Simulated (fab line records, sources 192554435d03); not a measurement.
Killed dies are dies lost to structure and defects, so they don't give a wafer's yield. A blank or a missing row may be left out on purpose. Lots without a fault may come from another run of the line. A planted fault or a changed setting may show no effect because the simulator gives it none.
fab line records | flow n5_finfet
record lots=24 wafers=72 last_day=17
route steps=1938 shown DUMMY_GATE@231 ILD0@335
lots that met no fault: from a run of the same line without faults
start_h: hours from the record's first day to the start of the lot's first wafer shown | wait_h: hours since the lot's step before | " the same as in the row above | L1.1+2: a row that stands for several wafers | - no value, or no start given | * or withheld: withheld | < > ~ a bound
route shown NAME@n: a module of which the file shows steps, and the number in the route of the first | usual: mean/standard deviation of fault-free wafers | same: alike in all rows | chamber/n: place in a boat | sites: the reading at each site | _std_site: their standard deviation | _edge_site: outer sites' mean less inner sites' | radius_mm: how far each site lies from the wafer's centre | mask NAME#n: copy n | behind: the tool/chamber that last shaped the wafer | hold: why the lot was held/for how many hours/how that ended | device: the transistor (n, p or np) that didn't switch | end of line: the same wafers' tests at the end of the route | a step without rows: its recipe alone | killed: dies lost to structure and defects at the first sort, not the wafer's yield | map: a wafer's dies, x killed, . not, _ none there
set.NAME: the setting as run; set.NAME@STEP: as run at that earlier step | model.NAME: the simulator's own value behind a step, which no gauge read
steps of the route over a sample of lots; a table a step, a row a wafer
services: from which hour (start_h, from the record's first day; less than 0 if before it) a tool's chamber was out of use, for how many hours, and why
## steps
# step N5_DUMMY_GATE_CD_MEAS_15
# recipe target_cd_nm=25.8 landing_energy_ev=500 detector=se_inlens
# usual cd_nm=24.95/0.25
# columns lot.wafer tool chamber start_h wait_h cd_nm
L074.1 cd_sem-03 0 51.70 - 25.14
L074.2 " 0 " " 25.13
L074.4 " 0 " " 24.90
L075.3 cd_sem-02 0 54.14 - 25.02
L075.4 " 0 " " 25.08
L075.6 " 0 " " 24.57
L076.2 cd_sem-02 0 59.64 - 24.60
L076.3 " 0 " " 24.85
L076.5 " 0 " " 24.93
L077.4 cd_sem-02 0 64.75 - 25.08
L077.5 " 0 " " 25.25
L077.6 " 0 " " 24.94
L078.1 cd_sem-02 0 71.32 - 25.51
L078.2 " 0 " " 24.95
L078.6 " 0 " " 25.24
L079.2 cd_sem-02 0 77.31 - 25.39
L079.3 " 0 " " 24.74
L079.6 " 0 " " 24.86
L080.2 cd_sem-02 0 81.81 - 24.89
L080.3 " 0 " " 24.67
L080.6 " 0 " " 24.83
L081.2 cd_sem-02 0 88.09 - 25.13
L081.5 " 0 " " 25.12
L081.6 " 0 " " 24.81
L082.1 cd_sem-01 0 92.63 - 24.58
L082.3 " 0 " " 25.57
L082.4 " 0 " " 24.95
L083.1 cd_sem-03 0 108.96 - 25.02
L083.2 " 0 " " 25.03
L083.4 " 0 " " 24.88
L084.2 cd_sem-02 0 111.77 - 25.16
L084.3 " 0 " " 25.22
L084.6 " 0 " " 25.43
L087.3 cd_sem-02 0 130.03 - 25.15
L087.5 " 0 " " 25.13
L087.6 " 0 " " 25.17
L085.1 cd_sem-01 0 130.91 - 25.11
L085.3 " 0 " " 25.08
L085.4 " 0 " " 24.64
L086.2 cd_sem-01 0 136.76 - 24.88
L086.4 " 0 " " 24.75
L086.6 " 0 " " 25.17
L088.1 cd_sem-01 0 142.95 - 25.21
L088.5 " 0 " " 25.06
L088.6 " 0 " " 25.04
L089.3 cd_sem-03 0 146.85 - 24.87
L089.4 " 0 " " 24.89
L089.6 " 0 " " 24.94
L091.1 cd_sem-03 0 150.78 - 24.73
L091.2 " 0 " " 24.89
L091.6 " 0 " " 24.89
L090.2 cd_sem-01 0 150.95 - 25.04
L090.4 " 0 " " 24.79
L090.5 " 0 " " 25.07
L092.1 cd_sem-01 0 158.84 - 24.67
L092.4 " 0 " " 24.81
L092.6 " 0 " " 24.86
L093.1 cd_sem-01 0 160.34 - 25.19
L093.3 " 0 " " 25.00
L093.4 " 0 " " 24.98
L094.2 cd_sem-02 0 166.65 - 25.31
L094.3 " 0 " " 25.25
L094.5 " 0 " " 25.02
L095.4 cd_sem-01 0 171.71 - 24.83
L095.5 " 0 " " 24.64
L095.6 " 0 " " 24.90
L096.4 cd_sem-03 0 177.00 - 24.98
L096.5 " 0 " " 24.59
L096.6 " 0 " " 24.74
L097.1 cd_sem-01 0 185.92 - 24.79
L097.4 " 0 " " 24.34
L097.5 " 0 " " 24.59
# step N5_DUMMY_GATE_OVL_MEAS_16
# recipe points_per_wafer=522
# usual GATE_OVL=0.1/0.65
# columns lot.wafer tool chamber start_h wait_h GATE_OVL[nm]
L074.1 overlay-01 0 51.74 0.0 0.4
L074.2 " 0 " " -0.1
L074.4 " 0 " " 0.6
L075.3 overlay-02 0 54.19 0.0 0.2
L075.4 " 0 " " -0.7
L075.6 " 0 " " -0.4
L076.2 overlay-01 0 59.68 0.0 0.9
L076.3 " 0 " " 0.7
L076.5 " 0 " " 0.8
L077.4 overlay-01 0 64.80 0.0 -0.1
L077.5 " 0 " " -0.1
L077.6 " 0 " " -1.1
L078.1 overlay-02 0 71.36 0.0 0.5
L078.2 " 0 " " 0.0
L078.6 " 0 " " -0.2
L079.2 overlay-02 0 77.35 0.0 -0.9
L079.3 " 0 " " -0.1
L079.6 " 0 " " -0.1
L080.2 overlay-01 0 81.85 0.0 0.7
L080.3 " 0 " " 1.2
L080.6 " 0 " " 0.8
L081.2 overlay-01 0 88.13 0.0 -0.9
L081.5 " 0 " " -1.0
L081.6 " 0 " " -0.8
L082.1 overlay-02 0 92.67 0.0 0.4
L082.3 " 0 " " 1.8
L082.4 " 0 " " 0.6
L083.1 overlay-01 0 109.00 0.0 0.1
L083.2 " 0 " " -0.1
L083.4 " 0 " " -0.5
L084.2 overlay-02 0 111.82 0.0 0.6
L084.3 " 0 " " 0.9
L084.6 " 0 " " 1.1
L087.3 overlay-01 0 130.08 0.0 0.0
L087.5 " 0 " " 0.7
L087.6 " 0 " " 0.3
L085.1 overlay-02 0 130.95 0.0 -0.1
L085.3 " 0 " " 0.6
L085.4 " 0 " " 0.0
L086.2 overlay-02 0 136.81 0.0 0.6
L086.4 " 0 " " -0.2
L086.6 " 0 " " 0.2
L088.1 overlay-01 0 142.99 0.0 -0.5
L088.5 " 0 " " -0.2
L088.6 " 0 " " 0.3
L089.3 overlay-01 0 146.89 0.0 1.3
L089.4 " 0 " " 0.1
L089.6 " 0 " " 0.6
L091.1 overlay-02 0 150.82 0.0 0.9
L091.2 " 0 " " -0.2
L091.6 " 0 " " -0.1
L090.2 overlay-02 0 150.99 0.0 0.4
L090.4 " 0 " " 0.6
L090.5 " 0 " " -0.2
L092.1 overlay-02 0 158.88 0.0 -0.9
L092.4 " 0 " " -1.2
L092.6 " 0 " " -1.2
L093.1 overlay-01 0 160.38 0.0 -0.2
L093.3 " 0 " " -0.5
L093.4 " 0 " " 0.1
L094.2 overlay-02 0 166.69 0.0 0.1
L094.3 " 0 " " -1.1
L094.5 " 0 " " 0.3
L095.4 overlay-02 0 171.76 0.0 0.5
L095.5 " 0 " " 0.1
L095.6 " 0 " " 0.3
L096.4 overlay-01 0 177.04 0.0 0.9
L096.5 " 0 " " -0.2
L096.6 " 0 " " 0.8
L097.1 overlay-02 0 185.96 0.0 0.9
L097.4 " 0 " " 0.0
L097.5 " 0 " " -0.1
# step N5_DUMMY_GATE_ETCH_36
# recipe chemistry=CF4 target=SiARC target_depth_a=130 pressure_mtorr=40 source_w=545 bias_w=36 Ar_flow_sccm=100 cf4_flow_sccm=100 ion_energy_ev=80
# usual drypump_motor_current_A=5.57/0.29 oes_product_au=0.76/0.075 rf_vpp_V=184.2/1.1 showerhead_plenum_p_Torr=2.16/0.044 throttle_valve_pct=15.71/0.21
# columns lot.wafer tool chamber start_h wait_h drypump_motor_current_A oes_product_au rf_hours_counter_h rf_vpp_V showerhead_plenum_p_Torr throttle_valve_pct
L074.1 rie_diel-02 3 51.93 0.0 5.71 0.73 189 182.8 2.11 15.82
L074.2 " 2 " " 5.63 0.71 206 185.1 2.18 15.50
L074.4 " 1 " " 5.91 0.74 - 182.6 2.15 15.50
L075.3 rie_diel-02 2 54.38 0.0 5.63 0.71 207 184.9 2.18 15.50
L075.4 " 1 " " 5.90 0.74 - 184.0 2.15 15.52
L075.6 " 2 " " 5.67 0.72 - 184.1 2.18 15.51
L076.2 rie_diel-02 2 60.04 0.0 5.64 0.70 209 186.2 2.18 15.50
L076.3 " 1 " " 5.88 0.74 175 182.8 2.15 15.50
L076.5 " 3 " " 5.73 0.72 - 184.3 2.11 15.82
L077.4 rie_diel-02 2 65.06 0.0 5.65 0.71 211 186.2 2.18 15.50
L077.5 " 2 " " 5.67 0.71 - 185.6 2.18 15.51
L077.6 " 3 " " 5.74 0.72 - 185.1 2.11 15.83
L078.1 rie_diel-06 2 71.55 0.0 5.03 0.93 31 184.1 2.16 15.33
L078.2 " 3 " " 4.89 0.72 189 183.1 2.07 16.25
L078.6 " 0 " " 5.32 0.79 - 184.7 2.23 15.41
L079.2 rie_diel-02 1 77.54 0.0 5.88 0.73 181 183.6 2.15 15.52
L079.3 " 2 " " 5.64 0.70 214 184.3 2.18 15.50
L079.6 " 2 " " 5.66 0.70 - 183.7 2.18 15.50
L080.2 rie_diel-01 2 82.04 0.0 5.85 0.73 182 186.2 2.13 15.93
L080.3 " 1 " " 5.51 0.76 130 184.5 2.22 15.61
L080.6 " 0 " " 5.28 0.93 - 185.0 2.20 15.77
L081.2 rie_diel-01 2 88.32 0.0 5.85 0.73 184 183.6 2.13 15.95
L081.5 " 0 " " 5.27 0.93 - 185.1 2.20 15.78
L081.6 " 3 " " 5.22 0.72 - 182.6 2.12 15.84
L082.1 rie_diel-01 0 93.07 0.0 5.26 0.91 10 182.1 2.20 15.76
L082.3 " 3 " " 5.23 0.70 198 182.7 2.12 15.83
L082.4 " 2 " " 5.86 0.73 185 182.6 2.13 15.93
L083.1 rie_diel-06 0 109.19 0.0 5.33 0.78 138 185.5 2.23 15.42
L083.2 " 3 " " 4.91 0.72 200 180.9 2.07 16.27
L083.4 " 2 " " 5.03 0.92 41 184.1 2.16 15.34
L084.2 rie_diel-01 2 112.01 0.0 5.82 0.73 189 183.5 2.12 15.94
L084.3 " 1 " " 5.54 0.76 136 184.2 2.21 15.61
L084.6 " 0 " " 5.25 0.90 - 186.2 2.19 15.78
L087.3 rie_diel-02 1 130.50 0.0 5.88 0.72 196 183.0 2.14 15.56
L087.5 " 3 " " 5.73 0.72 - 184.6 2.11 15.88
L087.6 " 2 " " 5.65 0.70 - 184.7 2.18 15.54
L085.1 rie_diel-01 3 131.15 0.0 5.22 0.70 211 183.8 2.11 15.86
L085.3 " 2 " " 5.86 0.72 196 183.8 2.12 15.97
L085.4 " 0 " " 5.28 0.90 19 184.2 2.19 15.78
L086.2 rie_diel-02 3 137.02 0.0 5.71 0.72 216 184.8 2.11 15.86
L086.4 " 1 " " 5.87 0.72 199 182.5 2.14 15.55
L086.6 " 3 " " 5.74 0.71 - 184.1 2.11 15.87
L088.1 rie_diel-01 2 143.19 0.0 5.84 0.72 200 183.7 2.12 15.97
L088.5 " 1 " " 5.53 0.76 - 185.7 2.21 15.65
L088.6 " 2 " " 5.85 0.73 - 185.8 2.12 15.99
L089.3 rie_diel-01 0 147.08 0.0 5.29 0.90 25 183.8 2.19 15.79
L089.4 " 1 " " 5.52 0.76 150 184.5 2.21 15.65
L089.6 " 1 " " 5.52 0.75 - 183.3 2.21 15.66
L091.1 rie_diel-02 3 151.50 0.0 5.72 0.71 221 182.5 2.10 15.87
L091.2 " 2 " " 5.63 0.70 237 185.6 2.17 15.54
L091.6 " 1 " " 5.88 0.71 - 183.1 2.14 15.57
L090.2 rie_diel-06 2 151.58 0.0 5.02 0.90 53 185.4 2.15 15.39
L090.4 " 3 " " 4.91 0.71 213 183.1 2.06 16.29
L090.5 " 1 " " 5.98 0.71 - 185.8 2.21 15.88
L092.1 rie_diel-02 0 159.22 0.0 5.84 0.88 33 184.1 2.19 15.54
L092.4 " 2 " " 5.64 0.69 240 182.7 2.17 15.57
L092.6 " 3 " " 5.72 0.71 - 183.3 2.10 15.87
L093.1 rie_diel-02 1 160.58 0.0 5.88 0.71 206 184.5 2.14 15.57
L093.3 " 2 " " 5.65 0.69 240 185.1 2.17 15.57
L093.4 " 0 " " 5.81 0.87 34 183.3 2.19 15.55
L094.2 rie_diel-02 1 167.05 0.0 5.87 0.72 208 185.8 2.14 15.58
L094.3 " 2 " " 5.62 0.69 242 184.0 2.17 15.56
L094.5 " 0 " " 5.82 0.87 - 185.1 2.19 15.55
L095.4 rie_diel-01 0 171.95 0.0 5.29 0.88 33 185.1 2.19 15.82
L095.5 " 1 " " 5.52 0.75 - 184.6 2.21 15.67
L095.6 " 2 " " 5.85 0.72 - 182.6 2.12 15.99
L096.4 rie_diel-01 2 177.22 0.0 5.85 0.72 210 184.1 2.12 15.99
L096.5 " 0 " " 5.27 0.87 - 184.5 2.19 15.82
L096.6 " 3 " " 5.22 0.71 - 182.5 2.11 15.87
L097.1 rie_diel-06 3 186.16 0.0 4.91 0.70 223 183.1 2.06 16.32
L097.4 " 0 " " 5.34 0.76 160 186.0 2.22 15.47
L097.5 " 3 " " 4.91 0.71 - 181.7 2.06 16.32
# step N5_DUMMY_GATE_STRIP_48
# recipe chemistry=N2/H2 time_s=20 power_w=100 temp_c=40 pressure_mtorr=100 rf_frequency_hz=6e+07 bias_power_w=3 n2_flow_sccm=300 h2_flow_sccm=300
# usual drypump_motor_current_A=5.5/0.34 n2_flow_sccm=299.9/0.89 oes_product_au=0.77/0.08 rf_vpp_V=45.6/0.81 showerhead_plenum_p_Torr=3.40/0.093 throttle_valve_pct=12.31/0.26
# columns lot.wafer tool chamber start_h wait_h drypump_motor_current_A n2_flow_sccm oes_product_au rf_hours_counter_h rf_vpp_V showerhead_plenum_p_Torr throttle_valve_pct
L074.1 rie_diel-01 3 52.80 0.0 5.2 300.0 0.71 186 44.7 3.36 12.42
L074.2 " 1 " " 5.5 300.3 0.78 120 46.6 3.52 12.24
L074.4 " 2 " " 5.9 301.7 0.75 - 45.7 3.36 12.63
L075.3 rie_diel-02 2 55.24 0.0 5.7 299.1 0.73 207 44.8 3.44 12.12
L075.4 " 3 " " 5.8 300.5 0.73 - 45.2 3.35 12.54
L075.6 " 2 " " 5.6 299.9 0.73 - 46.7 3.44 12.13
L076.2 rie_diel-06 1 60.91 0.0 6.0 299.0 0.72 181 46.5 3.51 12.50
L076.3 " 2 " " 5.1 301.2 0.93 27 46.3 3.43 11.96
L076.5 " 0 " " 5.4 299.3 0.77 - 45.0 3.54 12.15
L077.4 rie_diel-01 1 65.92 0.0 5.5 300.0 0.77 124 45.8 3.52 12.25
L077.5 " 2 " " 5.9 300.8 0.74 - 46.2 3.36 12.63
L077.6 " 1 " " 5.5 298.3 0.78 - 46.2 3.52 12.25
L078.1 rie_diel-02 0 72.53 0.0 5.8 299.5 0.96 6 44.7 3.42 11.77
L078.2 " 2 " " 5.6 300.2 0.72 213 44.9 3.44 12.15
L078.6 " 0 " " 5.9 299.7 0.97 - 46.8 3.42 11.77
L079.2 rie_diel-02 3 78.42 0.0 5.8 299.5 0.73 198 46.0 3.35 12.55
L079.3 " 0 " " 5.9 299.5 0.95 8 46.5 3.42 11.77
L079.6 " 0 " " 5.9 299.9 0.95 - 46.1 3.42 11.76
L080.2 rie_diel-06 2 82.90 0.0 5.1 299.6 0.91 34 46.2 3.43 11.96
L080.3 " 0 " " 5.4 299.8 0.78 130 45.8 3.54 12.15
L080.6 " 1 " " 6.0 299.7 0.72 - 45.5 3.50 12.54
L081.2 rie_diel-06 1 89.18 0.0 6.0 300.7 0.72 189 45.3 3.50 12.56
L081.5 " 1 " " 6.0 301.0 0.71 - 44.4 3.50 12.53
L081.6 " 0 " " 5.3 298.5 0.77 - 45.6 3.54 12.16
L082.1 rie_diel-06 2 93.99 0.0 5.1 300.0 0.91 37 45.1 3.43 11.98
L082.3 " 0 " " 5.3 299.0 0.77 133 44.7 3.54 12.16
L082.4 " 1 " " 6.0 300.7 0.71 190 46.3 3.50 12.53
L083.1 rie_diel-02 1 110.10 0.0 5.9 299.3 0.72 189 44.3 3.34 12.09
L083.2 " 2 " " 5.6 300.9 0.72 223 46.0 3.43 12.16
L083.4 " 3 " " 5.7 300.8 0.73 206 44.7 3.34 12.55
L084.2 rie_diel-01 1 112.88 0.0 5.5 300.6 0.76 136 46.1 3.51 12.28
L084.3 " 3 " " 5.2 300.1 0.70 203 47.0 3.35 12.47
L084.6 " 1 " " 5.5 301.0 0.76 - 45.0 3.51 12.29
L087.3 rie_diel-01 0 131.56 0.0 5.3 299.9 0.94 19 45.8 3.42 12.09
L087.5 " 0 " " 5.3 299.1 0.92 - 44.6 3.42 12.09
L087.6 " 3 " " 5.2 298.7 0.69 - 46.3 3.34 12.48
L085.1 rie_diel-01 0 132.15 0.0 5.3 299.9 0.93 20 47.0 3.42 12.10
L085.3 " 1 " " 5.5 300.1 0.76 144 45.7 3.51 12.29
L085.4 " 3 " " 5.2 299.5 0.69 211 44.1 3.34 12.49
L086.2 rie_diel-06 0 137.88 0.0 5.3 300.2 0.76 146 46.4 3.53 12.18
L086.4 " 1 " " 5.9 298.4 0.71 203 45.4 3.49 12.58
L086.6 " 2 " " 5.1 299.8 0.90 - 46.6 3.42 12.03
L088.1 rie_diel-06 3 144.11 0.0 4.9 300.2 0.71 211 46.4 3.19 12.60
L088.5 " 1 " " 6.0 298.5 0.70 - 45.6 3.49 12.56
L088.6 " 3 " " 4.9 299.4 0.70 - 45.9 3.19 12.61
L089.3 rie_diel-02 3 148.08 0.0 5.8 300.7 0.71 219 45.2 3.34 12.59
L089.4 " 2 " " 5.6 301.4 0.71 235 44.8 3.43 12.20
L089.6 " 0 " " 5.8 299.4 0.89 - 45.1 3.41 11.82
L091.1 rie_diel-01 3 152.63 0.0 5.2 301.0 0.69 217 44.6 3.34 12.50
L091.2 " 2 " " 5.9 299.6 0.72 204 45.5 3.35 12.71
L091.6 " 1 " " 5.6 299.4 0.75 - 46.9 3.50 12.31
L090.2 rie_diel-02 2 152.78 0.0 5.6 299.1 0.72 238 45.6 3.42 12.20
L090.4 " 3 " " 5.8 300.7 0.71 221 46.5 3.34 12.60
L090.5 " 2 " " 5.7 297.6 0.71 - 44.7 3.42 12.21
L092.1 rie_diel-06 1 160.08 0.0 6.0 300.3 0.72 210 44.2 3.49 12.57
L092.4 " 2 " " 5.1 299.7 0.88 54 45.4 3.42 12.02
L092.6 " 3 " " 4.9 300.7 0.70 - 44.9 3.19 12.62
L093.1 rie_diel-02 0 161.54 0.0 5.9 299.7 0.90 34 47.0 3.40 11.83
L093.3 " 3 " " 5.7 298.9 0.71 224 44.8 3.33 12.60
L093.4 " 2 " " 5.7 299.6 0.71 241 45.0 3.42 12.22
L094.2 rie_diel-01 1 167.92 0.0 5.6 300.5 0.74 156 46.5 3.50 12.31
L094.3 " 3 " " 5.2 301.5 0.69 220 45.9 3.34 12.50
L094.5 " 2 " " 5.8 300.1 0.73 - 45.5 3.34 12.71
L095.4 rie_diel-01 3 172.82 0.0 5.2 299.5 0.69 223 46.2 3.34 12.50
L095.5 " 2 " " 5.9 301.2 0.72 - 46.4 3.34 12.69
L095.6 " 3 " " 5.2 299.3 0.67 - 45.5 3.34 12.50
L096.4 rie_diel-01 0 178.44 0.0 5.3 300.5 0.89 36 44.5 3.41 12.13
L096.5 " 2 " " 5.9 299.3 0.72 - 47.5 3.34 12.72
L096.6 " 1 " " 5.5 300.3 0.74 - 45.9 3.50 12.32
L097.1 rie_diel-06 2 187.09 0.0 5.0 299.5 0.87 62 45.5 3.42 12.08
L097.4 " 1 " " 6.0 299.2 0.70 217 46.1 3.49 12.61
L097.5 " 0 " " 5.3 301.5 0.76 - 46.0 3.52 12.22
# step N5_ILD0_LINER_00
# recipe material=SiNx target_thk_a=40 temp_c=400 ald_precursor_family=SiH2I2 ald_co_reactant=N2/H2-plasma pulse_time_s=1 purge_time_s=2 co_reactant_purge_time_s=2 ald_cycles=80 pressure_torr=2
# usual heater_power_w=834/82 precursor_pulse_height_rel=1.004/0.019
# columns lot.wafer tool chamber start_h wait_h heater_power_w precursor_pulse_height_rel
L075.3 ald_sin-01 1 66.62 0.2 906 1.019
L075.4 " 2 " " 877 0.986
L075.6 " 3 " " 844 1.008
L074.1 ald_sin-01 0 67.56 0.2 714 0.993
L074.2 " 2 " " 878 0.979
L074.4 " 3 " " 847 1.003
L076.2 ald_sin-03 3 72.59 1.1 877 0.999
L076.3 " 0 " " 959 1.015
L076.5 " 2 " " 920 0.994
L077.4 ald_sin-01 0 83.16 0.0 688 1.005
L077.5 " 1 " " 904 1.009
L077.6 " 2 " " 906 0.994
L078.1 ald_sin-04 1 83.66 0.1 709 1.020
L078.2 " 0 " " 772 1.020
L078.6 " 2 " " 878 1.007
L079.2 ald_sin-04 3 91.48 2.7 864 1.002
L079.3 " 2 " " 861 1.026
L079.6 " 1 " " 721 1.009
L080.2 ald_sin-04 2 94.76 0.5 881 1.014
L080.3 " 1 " " 718 0.998
L080.6 " 2 " " 887 0.987
L081.2 ald_sin-03 3 107.85 0.3 882 1.003
L081.5 " 2 " " 893 1.028
L081.6 " 3 " " 845 0.966
L082.1 ald_sin-04 1 111.06 0.0 703 1.013
L082.3 " 0 " " 766 0.965
L082.4 " 3 " " 868 1.012
L083.1 ald_sin-03 0 121.62 0.3 942 1.018
L083.2 " 1 " " 715 1.026
L083.4 " 3 " " 858 1.006
L084.2 ald_sin-03 2 125.73 0.0 900 0.983
L084.3 " 3 " " 863 0.985
L084.6 " 3 " " 847 1.001
L087.3 ald_sin-04 2 142.35 0.0 889 0.990
L087.5 " 1 " " 725 1.029
L087.6 " 0 " " 747 1.006
L085.1 ald_sin-03 2 144.78 0.0 891 1.064
L085.3 " 0 " " 951 0.976
L085.4 " 3 " " 860 0.974
L086.2 ald_sin-01 3 148.27 0.3 847 0.997
L086.4 " 0 " " 732 0.998
L086.6 " 2 " " 908 1.033
L088.1 ald_sin-01 2 155.15 0.0 899 0.986
L088.5 " 0 " " 721 1.016
L088.6 " 3 " " 833 0.986
L089.3 ald_sin-03 0 159.79 0.0 931 0.983
L089.4 " 3 " " 851 0.980
L089.6 " 0 " " 935 1.015
L091.1 ald_sin-04 2 165.65 1.8 876 0.999
L091.2 " 1 " " 732 1.010
L091.6 " 0 " " 750 1.001
L090.2 ald_sin-01 3 165.67 1.3 834 0.974
L090.4 " 1 " " 902 0.987
L090.5 " 3 " " 855 0.981
L092.1 ald_sin-01 1 171.66 0.3 893 1.014
L092.4 " 0 " " 720 0.983
L092.6 " 3 " " 861 0.970
L093.1 ald_sin-04 3 173.39 0.0 860 1.010
L093.3 " 1 " " 717 1.032
L093.4 " 0 " " 775 1.004
L094.2 ald_sin-03 1 180.93 1.2 701 1.016
L094.3 " 2 " " 891 1.021
L094.5 " 2 " " 895 1.001
L095.4 ald_sin-03 0 184.50 0.4 933 1.008
L095.5 " 2 " " 885 1.014
L095.6 " 1 " " 726 0.982
L096.4 ald_sin-03 0 189.49 0.3 947 0.994
L096.5 " 1 " " 712 1.010
L096.6 " 2 " " 894 1.027
L097.1 ald_sin-03 1 201.10 0.2 696 1.010
L097.4 " 3 " " 867 1.023
L097.5 " 0 " " 957 1.009
# step N5_ILD0_ALD_15
# recipe material=SiNx target_thk_a=240 temp_c=400 ald_precursor_family=SiH2I2 ald_co_reactant=N2/H2-plasma pulse_time_s=1 ald_cycles=480 purge_time_s=2 co_reactant_purge_time_s=2 pressure_torr=2
# usual heater_power_w=834/83 precursor_pulse_height_rel=1.000/0.019
# columns lot.wafer tool chamber start_h wait_h heater_power_w precursor_pulse_height_rel
L075.3 ald_sin-03 2 70.33 0.4 942 0.986
L075.4 " 1 " " 705 0.984
L075.6 " 1 71.41 1.1 707 0.976
L074.1 ald_sin-01 2 71.74 0.9 883 0.975
L074.2 " 0 " " 714 0.978
L074.4 " 1 " " 889 0.986
L076.2 ald_sin-03 0 76.73 0.9 947 0.993
L076.3 " 2 " " 951 1.019
L076.5 " 3 77.81 1.6 892 1.005
L077.4 ald_sin-04 1 86.94 0.2 713 0.995
L077.5 " 2 88.03 1.2 890 1.016
L077.6 " 3 " " 862 0.977
L078.1 ald_sin-04 2 89.21 1.4 869 0.988
L078.2 " 3 " " 865 0.968
L078.6 " 0 90.30 1.9 758 0.977
L079.2 ald_sin-04 2 95.25 0.5 869 1.010
L079.3 " 3 " " 853 0.997
L079.6 " 1 96.34 1.2 744 1.005
L080.2 ald_sin-03 3 99.94 1.9 836 1.017
L080.3 " 1 " " 696 0.951
L080.6 " 3 101.03 2.6 888 1.016
L081.2 ald_sin-03 0 112.50 1.4 955 0.993
L081.5 " 1 113.59 2.2 687 1.029
L081.6 " 2 " " 903 0.987
L082.1 ald_sin-04 3 116.71 0.6 852 0.965
L082.3 " 0 " " 753 1.034
L082.4 " 3 117.80 1.3 861 1.022
L083.1 ald_sin-04 2 125.50 0.7 873 1.011
L083.2 " 1 " " 699 1.019
L083.4 " 0 " " 740 1.009
L084.2 ald_sin-03 0 129.43 0.5 945 1.057
L084.3 " 2 " " 896 1.008
L084.6 " 0 130.52 1.1 933 0.993
L087.3 ald_sin-03 2 146.05 0.4 877 0.968
L087.5 " 2 147.13 1.2 905 1.017
L087.6 " 1 " " 705 0.988
L085.1 ald_sin-03 0 148.64 0.7 947 1.028
L085.3 " 2 " " 910 1.014
L085.4 " 1 " " 696 0.991
L086.2 ald_sin-01 2 152.03 0.5 899 0.965
L086.4 " 3 153.12 1.3 846 0.994
L086.6 " 2 " " 880 1.029
L088.1 ald_sin-01 2 158.85 0.6 894 1.004
L088.5 " 0 161.02 2.3 732 0.998
L088.6 " 2 " " 883 0.992
L089.3 ald_sin-01 2 163.50 0.4 900 1.031
L089.4 " 2 164.59 1.3 884 0.983
L089.6 " 0 " " 729 1.013
L091.1 ald_sin-03 2 169.54 0.8 877 1.005
L091.2 " 0 " " 959 1.015
L091.6 " 2 170.63 1.3 896 1.013
L090.2 ald_sin-04 0 169.74 0.8 757 1.012
L090.4 " 3 " " 872 1.021
L090.5 " 0 170.83 1.6 753 0.996
L092.1 ald_sin-03 1 175.36 0.6 717 1.019
L092.4 " 0 " " 951 1.007
L092.6 " 1 176.45 1.1 708 1.007
L093.1 ald_sin-01 3 177.09 0.6 847 0.968
L093.3 " 0 " " 734 1.036
L093.4 " 2 " " 878 0.980
L094.2 ald_sin-03 0 185.15 0.5 944 0.990
L094.3 " 2 " " 874 1.032
L094.5 " 0 186.23 1.2 922 1.023
L095.4 ald_sin-01 3 188.20 0.2 847 1.009
L095.5 " 3 189.29 1.2 849 0.982
L095.6 " 2 " " 890 1.041
L096.4 ald_sin-01 1 193.63 0.3 892 0.994
L096.5 " 0 194.72 1.3 709 0.995
L096.6 " 3 " " 850 0.992
L097.1 ald_sin-01 0 205.31 1.1 727 0.998
L097.4 " 3 " " 839 0.983
L097.5 " 1 206.39 1.7 905 1.021
## services
# columns tool chamber start_h hours kind
rie_diel-01 - 30.20 1.6 repair
rie_diel-06 0 30.96 1.5 repair
rie_diel-02 2 37.70 1.8 repair
ald_sin-01 0 46.29 5.2 repair
rie_diel-02 0 51.40 10.9 repair
ald_sin-03 - 85.25 14.0 pm
ald_sin-03 0 85.25 14.0 vent_cycle
ald_sin-03 1 85.25 14.0 vent_cycle
ald_sin-03 2 85.25 14.0 vent_cycle
ald_sin-03 3 85.25 14.0 vent_cycle
ald_sin-01 - 85.33 29.9 repair
rie_diel-01 - 94.56 2.8 pm
ald_sin-03 0 99.25 - clean
rie_diel-01 0 114.37 7.6 repair
rie_diel-06 1 127.09 2.5 repair
rie_diel-06 2 139.56 7.7 repair
rie_diel-01 3 142.69 2.2 repair
ald_sin-01 3 158.58 5.2 repair
ald_sin-03 - 161.72 6.1 pm
ald_sin-04 - 176.75 14.0 pm
rie_diel-02 1 178.83 7.1 repair
ald_sin-04 - 195.90 14.6 pm
ald_sin-03 0 197.94 3.1 repair
ald_sin-01 - 199.15 6.0 pm
## key
fault none
